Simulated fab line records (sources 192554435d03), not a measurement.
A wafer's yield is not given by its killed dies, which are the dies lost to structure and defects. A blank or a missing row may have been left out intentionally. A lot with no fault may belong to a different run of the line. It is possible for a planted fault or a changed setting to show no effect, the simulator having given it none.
Matching of chambers ; flow n5Finfet ; N5_BEOL_M0_CO_CAP_123 on cvdCo-01: 3 sister chambers
The step material Co, precursor CCTBA/H2, target thk 2 nm, time 102.1 s. 3 wafers are shown with their chamber, then 8 later ones without.

WAFERS WITH THEIR CHAMBER
wafer;chamber;heaterPowerW (W)
L573.4;2;238
L573.5;1;232
L583.2;0;220

WAFERS WITHOUT THEIR CHAMBER
wafer;heaterPowerW (W)
L583.5;229
L583.6;213
L584.1;229
L584.4;230
L584.6;226
L586.1;232
L586.2;228
L586.6;236

CHAMBER TAKEN BY EACH
wafer;from the rows above;in truth
L583.5;can't be placed: 1 or 0 or 2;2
L583.6;0;0
L584.1;can't be placed: 1 or 0 or 2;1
L584.4;can't be placed: 1 or 2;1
L584.6;can't be placed: 0 or 1 or 2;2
L586.1;can't be placed: 1 or 2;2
L586.2;can't be placed: 1 or 0 or 2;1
L586.6;can't be placed: 2 or 1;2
Correctly placed: 1 of 8. Unplaceable from these rows: 7, with the true chamber sitting among the candidates in 7. Wrongly placed: 0.
How it was worked out, from the rows above alone: a wafer's distance from a chamber is the root of the sum, over the readings, of the square of ((its reading less the chamber's mean) divided by the reading's scatter). The wafer belongs to the nearest chamber; if the next one is less than 2 further off, it can't be placed. For every chamber, the mean is computed from those of its wafers that are shown. The scatter (one wafer shown for each chamber): square how far every hidden wafer sits from the nearest shown wafer, average those squares and take the square root.
